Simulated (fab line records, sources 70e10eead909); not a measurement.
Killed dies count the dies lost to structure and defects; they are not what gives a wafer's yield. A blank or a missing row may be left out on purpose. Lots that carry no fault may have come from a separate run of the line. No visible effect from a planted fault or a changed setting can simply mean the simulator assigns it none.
fab line records ; flow nand-harc
record: lots: 10; wafers: 30; last-day: 34
route steps=1302 shown P_BONDPAD@365 END@1302
lots that met no fault: taken from a fault-free run of the same line
start-h: hours from the record's first day to the start of the lot's first wafer shown ; wait-h: hours since the lot's step before ; " the same as in the row above ; L1.1+2: one row covering several wafers at once ; - no value, or no start given ; * or withheld: withheld ; < > ~ a bound
route shown NAME@n: NAME is a module with steps in the file, n the number in the route of the first one ; usual: mean/standard deviation taken from wafers without a fault ; same: alike in all rows ; chamber/n: place in a boat ; sites: readings site by site ; _std_site: how widely they spread, as a standard deviation ; _edge_site: the outer-site mean with the inner-site mean subtracted ; radius-mm: how far each site lies from the wafer's centre ; mask NAME#n: copy n ; behind: the last tool/chamber to shape the wafer ; hold: why the lot was held/for how many hours/how that ended ; device: the n, p or np transistor that did not switch ; end of line: tests run on the same wafers once the route is complete ; where a step has no rows: the recipe by itself ; killed: dies lost to structure and defects at the first sort, not the wafer's yield ; map: a wafer's dies, marking killed ones x, the rest . and places with no die _
set.NAME: the setting that was run; set.NAME@STEP: the one run at that earlier step ; model.NAME: the simulator's own value behind a step, which no gauge read
the route's steps for a sample of lots (tables are steps, rows are wafers)
services: the hour from which a tool's chamber was out of use, counted from the record's first day as start-h (under 0 if before that day), plus the number of hours and why
== steps ==
step: NHARC_P_BONDPAD_OVL_MEAS_38
usual: overlay-x-nm: 0/5.7; overlay-y-nm: 1/5.2
lot.wafer;tool;chamber;start-h;wait-h;overlay-x-nm;overlay-y-nm
L222.1;overlay-01;-;155.19;-;4;8
L222.2;overlay-01;-;155.19;-;4;8
L222.5;overlay-01;-;155.19;-;3;7
L223.1;overlay-01;-;159.15;-;-5;3
L223.4;overlay-01;-;159.15;-;-5;3
L223.6;overlay-01;-;159.15;-;-5;3
L224.1;overlay-01;-;177.12;-;-1;2
L224.3;overlay-01;-;177.12;-;-1;2
L224.6;overlay-01;-;177.12;-;0;2
L231.3;overlay-02;-;242.58;-;16;1
L231.5;overlay-02;-;242.58;-;16;1
L231.6;overlay-02;-;242.58;-;16;1
L234.3;overlay-02;-;282.92;-;-6;-7
L234.5;overlay-02;-;282.92;-;-5;-6
L234.6;overlay-02;-;282.92;-;-5;-7
L235.1;overlay-02;-;283.51;-;8;3
L235.3;overlay-02;-;283.51;-;8;3
L235.5;overlay-02;-;283.51;-;7;3
L240.2;overlay-02;-;334.32;-;-6;8
L240.4;overlay-02;-;334.32;-;-6;8
L240.5;overlay-02;-;334.32;-;-6;8
L241.1;overlay-02;-;338.65;-;-11;7
L241.3;overlay-02;-;338.65;-;-11;7
L241.6;overlay-02;-;338.65;-;-11;6
L242.1;overlay-02;-;355.05;-;3;10
L242.2;overlay-02;-;355.05;-;4;10
L242.3;overlay-02;-;355.05;-;3;10
L243.1;overlay-02;-;359.14;-;-1;3
L243.2;overlay-02;-;359.14;-;-1;2
L243.3;overlay-02;-;359.14;-;0;2
step: NHARC_P_BONDPAD_DESCUM_11
recipe: time-s: 3; o2-flow-sccm: 200; ar-flow-sccm: 0; bias-power-w: 0; chemistry: O2
usual: drypump-motor-current-A: 5.4/0.61; oes-product-au: 0.999/0.01; rf-vpp-V: 57.7/0.89; showerhead-plenum-p-Torr: 1.91/0.081; throttle-valve-pct: 11.311/0.0089
lot.wafer;tool;chamber;start-h;wait-h;drypump-motor-current-A;oes-product-au;rf-hours-counter-h;rf-vpp-V;showerhead-plenum-p-Torr;throttle-valve-pct
L222.1;rie-diel-04;1;155.31;-;4.8;0.993;7.4;57.9;2.05;11.310
L222.2;rie-diel-04;2;155.31;-;4.7;0.999;8.9;58.3;1.85;11.317
L222.5;rie-diel-04;1;155.31;-;4.8;1.010;-;57.9;2.05;11.329
L223.4;rie-diel-04;1;159.27;-;4.8;1.002;7.5;56.4;2.05;11.308
L223.1;rie-diel-04;0;159.27;-;5.9;0.998;8.4;58.0;1.82;11.313
L223.6;rie-diel-04;1;159.27;-;4.8;0.995;-;59.0;2.05;11.315
L224.1;rie-diel-02;1;177.25;-;5.9;0.984;3.8;58.1;1.86;11.312
L224.3;rie-diel-02;2;177.25;-;5.0;1.013;3.7;57.8;1.90;11.320
L224.6;rie-diel-02;2;177.25;-;5.0;1.011;-;57.2;1.90;11.302
L231.3;rie-diel-04;3;242.70;-;4.7;0.997;1.6;58.1;1.99;11.307
L231.5;rie-diel-04;3;242.70;-;4.7;0.989;-;56.7;1.99;11.315
L231.6;rie-diel-04;0;242.70;-;5.9;0.998;-;56.0;1.82;11.312
L234.3;rie-diel-07;3;283.06;-;6.2;1.005;8.6;55.3;1.82;11.317
L234.6;rie-diel-07;0;283.06;-;6.5;1.020;-;57.5;1.99;11.299
L234.5;rie-diel-07;1;283.06;-;5.3;1.001;-;56.7;1.80;11.302
L235.1;rie-diel-02;3;283.64;-;5.4;0.972;1.3;57.0;1.83;11.312
L235.3;rie-diel-02;1;283.64;-;5.9;0.991;1.4;57.0;1.86;11.329
L235.5;rie-diel-02;3;283.64;-;5.4;0.990;-;56.2;1.83;11.299
L240.2;rie-diel-04;0;334.44;-;5.9;1.003;7.4;57.9;1.82;11.295
L240.4;rie-diel-04;3;334.44;-;4.7;1.008;7.3;57.6;1.99;11.316
L240.5;rie-diel-04;0;334.44;-;6.0;0.995;-;56.7;1.82;11.307
L241.1;rie-diel-04;3;338.78;-;4.6;1.000;7.4;58.0;1.99;11.323
L241.3;rie-diel-04;2;338.78;-;4.6;0.998;7.3;57.2;1.84;11.326
L241.6;rie-diel-04;3;338.78;-;4.6;1.009;-;58.0;1.99;11.315
L242.1;rie-diel-02;1;355.17;-;5.9;0.994;3.2;56.9;1.86;11.298
L242.2;rie-diel-02;2;355.17;-;5.1;1.007;3.0;57.2;1.90;11.297
L242.3;rie-diel-02;0;355.17;-;6.3;1.014;3.3;59.8;1.98;11.320
L243.3;rie-diel-02;1;359.27;-;5.9;1.001;3.6;58.0;1.86;11.302
L243.2;rie-diel-02;2;359.27;-;5.0;1.007;3.4;57.7;1.90;11.307
L243.1;rie-diel-02;0;359.27;-;6.3;1.021;3.8;56.9;1.98;11.324
step: NHARC_P_BONDPAD_ETCH_37
recipe: target-depth-a: 600; overetch-a: 180; time-s: 65.91; ion-energy-ev: 200; n2-flow-sccm: 150; h2-flow-sccm: 150; ar-flow-sccm: 0; rf-w: 400; bias-w: 150; chemistry: N2/H2
usual: drypump-motor-current-A: 5.4/0.61; oes-product-au: 0.998/0.012; rf-vpp-V: 430.3/2.6; run-length-s: 87.0/0.39; showerhead-plenum-p-Torr: 2.03/0.091; throttle-valve-pct: 14.173/0.0087
lot.wafer;tool;chamber;start-h;wait-h;drypump-motor-current-A;oes-product-au;rf-hours-counter-h;rf-vpp-V;run-length-s;showerhead-plenum-p-Torr;throttle-valve-pct
L222.1;rie-diel-04;3;155.41;0.1;4.7;1.000;8.8;433.8;87.2;2.12;14.179
L222.2;rie-diel-04;0;155.41;0.1;6.0;0.996;8.4;427.2;86.6;1.94;14.188
L222.5;rie-diel-04;1;155.41;0.1;4.8;1.009;-;435.0;87.0;2.18;14.169
L223.1;rie-diel-04;1;159.36;0.1;4.8;1.010;7.5;434.7;86.9;2.18;14.165
L223.4;rie-diel-04;3;159.36;0.1;4.7;1.007;8.9;432.5;87.6;2.12;14.162
L223.6;rie-diel-04;0;159.36;0.1;5.9;1.000;-;427.9;86.5;1.94;14.158
L224.3;rie-diel-02;0;177.34;0.1;6.3;0.996;3.4;431.7;86.9;2.11;14.165
L224.1;rie-diel-02;2;177.34;0.1;5.1;1.015;3.7;429.6;87.6;2.02;14.149
L224.6;rie-diel-02;0;177.34;0.1;6.3;1.000;-;432.2;87.2;2.11;14.155
L231.3;rie-diel-04;1;242.80;0.1;4.8;0.981;1.9;434.2;87.0;2.18;14.172
L231.5;rie-diel-04;2;242.80;0.1;4.6;0.987;-;428.4;87.2;1.96;14.170
L231.6;rie-diel-04;3;242.80;0.1;4.7;0.994;-;432.1;87.0;2.12;14.170
L234.3;rie-diel-07;1;283.12;0.1;5.2;0.997;8.9;426.2;87.2;1.92;14.174
L234.5;rie-diel-07;1;283.12;0.1;5.3;0.990;-;426.6;87.3;1.92;14.174
L234.6;rie-diel-07;2;283.12;0.1;5.4;1.002;-;433.6;87.7;2.19;14.182
L235.1;rie-diel-02;2;283.72;0.1;5.0;1.018;1.3;430.6;87.2;2.02;14.163
L235.3;rie-diel-02;3;283.72;0.1;5.4;0.989;1.3;428.4;86.5;1.94;14.169
L235.5;rie-diel-02;2;283.72;0.1;5.1;1.019;-;430.4;87.7;2.02;14.169
L240.2;rie-diel-04;0;334.52;0.1;6.0;0.992;7.4;429.1;86.5;1.94;14.169
L240.4;rie-diel-04;2;334.52;0.1;4.7;0.987;7.2;429.2;87.3;1.96;14.164
L240.5;rie-diel-04;0;334.52;0.1;5.9;0.997;-;428.8;86.6;1.94;14.167
L241.1;rie-diel-04;3;338.86;0.1;4.6;1.001;7.4;432.8;87.3;2.12;14.164
L241.3;rie-diel-04;1;338.86;0.1;4.8;0.986;6.6;434.4;87.3;2.18;14.180
L241.6;rie-diel-04;3;338.86;0.1;4.7;0.998;-;433.4;87.2;2.12;14.175
L242.1;rie-diel-02;3;355.26;0.1;5.4;0.997;3.1;428.3;86.3;1.94;14.182
L242.2;rie-diel-02;0;355.26;0.1;6.3;1.015;3.3;431.6;87.0;2.11;14.167
L242.3;rie-diel-02;1;355.26;0.1;5.9;1.000;3.2;429.7;87.4;1.98;14.161
L243.2;rie-diel-02;2;359.35;0.1;5.0;1.011;3.5;430.0;87.5;2.02;14.177
L243.1;rie-diel-02;0;359.35;0.1;6.3;1.028;3.8;432.6;87.2;2.11;14.165
L243.3;rie-diel-02;1;359.35;0.1;5.9;0.995;3.6;429.9;86.9;1.98;14.164
step: NHARC_P_BONDPAD_ETCH_24
recipe: target-depth-a: 300; over-etch-frac: 0.3; time-s: 72.99; ion-energy-ev: 150; cf4-flow-sccm: 50; n2-flow-sccm: 100; ar-flow-sccm: 150; rf-w: 300; bias-w: 100; chemistry: CF4/N2
usual: drypump-motor-current-A: 5.5/0.66; oes-product-au: 0.999/0.01; rf-vpp-V: 314.3/2.2; run-length-s: 94.2/0.34; showerhead-plenum-p-Torr: 2.62/0.12; throttle-valve-pct: 19.795/0.009
lot.wafer;tool;chamber;start-h;wait-h;drypump-motor-current-A;oes-product-au;rf-hours-counter-h;rf-vpp-V;run-length-s;showerhead-plenum-p-Torr;throttle-valve-pct
L222.2;rie-diel-02;2;155.87;-;5.0;1.001;3.4;313.7;94.3;2.61;19.802
L222.1;rie-diel-02;3;155.87;-;5.4;0.981;2.9;312.2;93.8;2.51;19.797
L222.5;rie-diel-02;2;155.87;-;5.0;1.014;-;313.4;94.5;2.61;19.802
L223.4;rie-diel-02;0;159.81;-;6.3;0.995;3.2;316.5;94.2;2.71;19.783
L223.1;rie-diel-02;1;159.81;-;6.0;1.001;3.6;314.5;94.3;2.56;19.779
L223.6;rie-diel-02;0;159.81;-;6.3;0.994;-;315.9;94.0;2.71;19.791
L224.1;rie-diel-07;1;177.78;-;5.3;1.012;4.1;311.0;94.2;2.48;19.815
L224.3;rie-diel-07;2;177.78;-;5.4;0.998;4.1;317.7;94.2;2.81;19.784
L224.6;rie-diel-07;1;177.78;-;5.3;0.995;-;312.4;94.4;2.48;19.783
L231.3;rie-diel-02;2;243.26;-;5.1;1.018;0.5;313.8;94.6;2.61;19.806
L231.6;rie-diel-02;0;243.26;-;6.3;1.008;-;314.7;93.9;2.71;19.785
L231.5;rie-diel-02;1;243.26;-;5.9;0.995;-;313.4;94.2;2.56;19.791
L234.3;rie-diel-04;0;283.62;0.2;5.9;0.988;4.0;310.3;76.4;2.51;19.786
L234.6;rie-diel-04;0;283.62;0.2;5.9;0.997;-;313.0;76.7;2.51;19.786
L234.5;rie-diel-04;2;283.62;0.2;4.7;1.004;-;314.3;94.4;2.54;19.785
L235.3;rie-diel-07;3;284.18;-;6.2;1.002;8.6;312.0;94.0;2.50;19.788
L235.1;rie-diel-07;0;284.18;-;6.5;1.003;8.7;314.5;94.4;2.73;19.816
L235.5;rie-diel-07;2;284.18;-;5.5;1.007;-;316.5;94.3;2.81;19.791
L240.4;rie-diel-02;0;334.98;-;6.3;1.024;2.9;315.5;94.2;2.71;19.790
L240.2;rie-diel-02;3;334.98;-;5.4;0.998;2.8;311.4;93.7;2.51;19.793
L240.5;rie-diel-02;0;334.98;-;6.3;1.025;-;314.5;93.8;2.71;19.797
L241.1;rie-diel-02;1;339.32;-;5.9;0.995;3.0;312.4;93.8;2.56;19.790
L241.3;rie-diel-02;0;339.32;-;6.3;1.011;3.1;315.4;94.0;2.71;19.799
L241.6;rie-diel-02;2;339.32;-;5.0;1.005;-;314.0;94.7;2.60;19.800
L242.1;rie-diel-07;0;355.71;-;6.5;1.001;2.6;317.0;94.6;2.73;19.802
L242.3;rie-diel-07;1;355.71;-;5.3;1.009;2.6;312.3;94.5;2.48;19.793
L242.2;rie-diel-07;2;355.71;-;5.4;0.988;2.6;317.5;94.3;2.81;19.796
L243.2;rie-diel-07;1;359.81;-;5.3;1.006;3.6;312.5;94.7;2.48;19.804
L243.3;rie-diel-07;2;359.81;-;5.5;0.998;3.6;318.3;94.4;2.81;19.778
L243.1;rie-diel-07;3;359.81;-;6.2;1.011;3.2;311.5;94.2;2.50;19.798
step: NHARC_END_SORT_01
recipe: temp-c: 25
usual: defect-limited-yield: 91.6/2.8; killed-at-array: 52/18; killed-at-other: 0.6/0.83; killed-at-periphery: 4.3/2.8; killed-dies: 57/19; killed-open: 3.4/2; killed-short: 2.5/1.7; sort_bin_2_pct: 3.0/1.1; sort_bin_3_pct: 0.6/0.41; sort_bin_4_pct: 4.7/1.6; sort-n-pass: 620/19; sort-rim-yield-pct: 91/3.7; sort-yield-pct: 91.6/2.8
same: gross-dies: 677; sort_bin_5_pct[%]: 0; sort_bin_6_pct[%]: 0; sort_bin_7_pct[%]: 0; sort_bin_8_pct[%]: 0; sort-rim-n-gross: 106.00
lot.wafer;tool;chamber;start-h;wait-h;defect-limited-yield[%];killed-at-array;killed-at-other;killed-at-periphery;killed-dies;killed-open;killed-short;sort_bin_2_pct[%];sort_bin_3_pct[%];sort_bin_4_pct[%];sort-n-pass;sort-rim-yield-pct[%];sort-yield-pct[%]
L224.1;prober-02;0;588.38;2.5;88.2;68;0;12;80;10;3;4.9;0.7;6.2;597;92;88.2
L224.3;prober-02;0;589.99;3.1;89.4;63;0;9;72;4;0;2.8;0.6;7.2;605;87;89.4
L224.6;prober-02;0;592.40;4.0;88.0;71;0;10;81;3;3;3.1;1.5;7.4;596;90;88.0
L231.3;prober-02;0;660.02;3.1;88.3;73;1;5;79;3;2;3.8;1.6;6.2;598;90;88.3
L231.5;prober-02;0;661.60;3.7;88.0;74;0;7;81;2;1;3.1;1.5;7.4;596;89;88.0
L231.6;prober-02;0;662.39;4.0;88.3;71;1;7;79;6;1;3.4;0.7;7.5;598;85;88.3
L240.2;prober-02;0;769.71;2.8;91.4;49;1;8;58;8;1;4.3;0.6;3.7;619;89;91.4
L240.4;prober-02;0;771.32;3.4;93.1;43;0;4;47;2;1;2.7;0.3;4.0;630;88;93.1
L240.5;prober-02;0;772.12;3.7;92.2;44;0;9;53;5;1;3.0;0.7;4.1;624;86;92.2
killed by level:class
L224.1 A_CHANNEL_HOLE_D1:chamber-film-flake=32 A_SLIT:chamber-film-flake=19 P_GATE:chamber-film-flake=5 A_CONTACT:chamber-film-flake=4 A_CHANNEL_HOLE_D2:chamber-film-flake=4 P_STI:geometric-particle:open=2 P_CONTACT:geometric-particle:open=2 P_M0:geometric-particle:open=2
L224.3 A_CHANNEL_HOLE_D1:chamber-film-flake=32 A_SLIT:chamber-film-flake=13 A_CHANNEL_HOLE_D2:chamber-film-flake=7 P_GATE:chamber-film-flake=5 A_STAIRCASE:chamber-film-flake=4 A_CONTACT:chamber-film-flake=4 P_CONTACT:geometric-particle:open=2 P_M1:chamber-film-flake=2
L224.6 A_CHANNEL_HOLE_D1:chamber-film-flake=40 A_SLIT:chamber-film-flake=19 P_GATE:chamber-film-flake=8 A_CONTACT:chamber-film-flake=3 P_GATE:geometric-particle:short=1 A_ONON_D1:geometric-particle:open=1 A_CHANNEL_FILL_D1:geometric-particle:short=1 A_DECK1_JOINT:geometric-particle:short=1
L231.3 A_CHANNEL_HOLE_D1:chamber-film-flake=38 A_SLIT:chamber-film-flake=16 A_CONTACT:chamber-film-flake=6 A_CHANNEL_HOLE_D2:chamber-film-flake=5 P_STI:chamber-film-flake=4 A_CHANNEL_FILL_D1:geometric-particle:short=1 A_DECK1_JOINT:geometric-particle:short=1 A_CHANNEL_FILL_D2:geometric-particle:open=1
L231.5 A_CHANNEL_HOLE_D1:chamber-film-flake=38 A_SLIT:chamber-film-flake=15 A_CHANNEL_HOLE_D2:chamber-film-flake=10 A_CONTACT:chamber-film-flake=4 P_STI:chamber-film-flake=2 P_BONDPAD:chamber-film-flake=2 A_CHANNEL_FILL_D1:chamber-film-flake=2 A_STAIRCASE:chamber-film-flake=2
L231.6 A_CHANNEL_HOLE_D1:chamber-film-flake=32 A_SLIT:chamber-film-flake=19 A_CONTACT:chamber-film-flake=7 A_CHANNEL_HOLE_D2:chamber-film-flake=6 A_DECK1_JOINT:geometric-particle:open=2 A_M0:geometric-particle:open=2 P_STI:chamber-film-flake=2 P_CONTACT:chamber-film-flake=2
L240.2 A_SLIT:chamber-film-flake=14 A_CONTACT:chamber-film-flake=9 A_CHANNEL_HOLE_D1:chamber-film-flake=7 A_CHANNEL_HOLE_D2:chamber-film-flake=7 A_STAIRCASE:chamber-film-flake=5 P_GATE:chamber-film-flake=4 P_GATE:geometric-particle:open=1 P_CONTACT:geometric-particle:open=1
L240.4 A_SLIT:chamber-film-flake=13 A_CHANNEL_HOLE_D2:chamber-film-flake=12 A_STAIRCASE:chamber-film-flake=5 A_CONTACT:chamber-film-flake=5 P_GATE:chamber-film-flake=4 A_CHANNEL_HOLE_D1:chamber-film-flake=3 A_ONON_D1:geometric-particle:open=1 A_M0:geometric-particle:open=1
L240.5 A_SLIT:chamber-film-flake=16 A_CHANNEL_HOLE_D2:chamber-film-flake=11 P_GATE:chamber-film-flake=6 A_CONTACT:chamber-film-flake=5 A_CHANNEL_HOLE_D1:chamber-film-flake=2 A_CHANNEL_FILL_D1:chamber-film-flake=2 A_STAIRCASE:chamber-film-flake=2 P_M2:geometric-particle:open=1
== services ==
tool;chamber;start-h;hours;kind
rie-diel-02;0;146.70;-;clean
rie-diel-02;1;146.70;-;clean
rie-diel-02;2;146.70;-;clean
rie-diel-02;3;146.70;-;clean
rie-diel-07;-;164.94;0.4;repair
rie-diel-02;0;171.20;-;clean
rie-diel-02;1;171.20;-;clean
rie-diel-02;2;171.20;-;clean
rie-diel-02;3;171.20;-;clean
rie-diel-04;-;177.90;9.0;pm
rie-diel-02;-;192.16;0.3;repair
rie-diel-02;0;195.70;-;clean
rie-diel-02;1;195.70;-;clean
rie-diel-02;2;195.70;-;clean
rie-diel-02;3;195.70;-;clean
rie-diel-07;2;204.64;4.7;repair
rie-diel-02;-;216.70;9.0;pm
rie-diel-02;0;216.70;9.0;vent-cycle
rie-diel-02;1;216.70;9.0;vent-cycle
rie-diel-02;2;216.70;9.0;vent-cycle
rie-diel-02;3;216.70;9.0;vent-cycle
rie-diel-04;1;282.13;8.7;repair
rie-diel-07;-;294.20;9.0;pm
rie-diel-04;-;355.13;9.0;pm
== key ==
first-sign: step: NHARC_P_BONDPAD_ETCH_24; reading: run-length-s; direction: down; sigmas: 52; usual: *; struck: *
effect none on later readings
met-at NHARC_P_BONDPAD_ETCH_24
struck-lots L234
struck-wafers L234.3,L234.6
not-acting-at NHARC_P_BONDPAD_OVL_MEAS_38,NHARC_P_BONDPAD_DESCUM_11,NHARC_P_BONDPAD_ETCH_37
fault: kind: process-parameter-drift; tool: rie-diel-04; chamber: 0; onset-h: 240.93; steps: NHARC_P_BONDPAD_ETCH_24; channel: time-s; offset: *; shape: step; end-h: 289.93; acts-in: *; stated: *
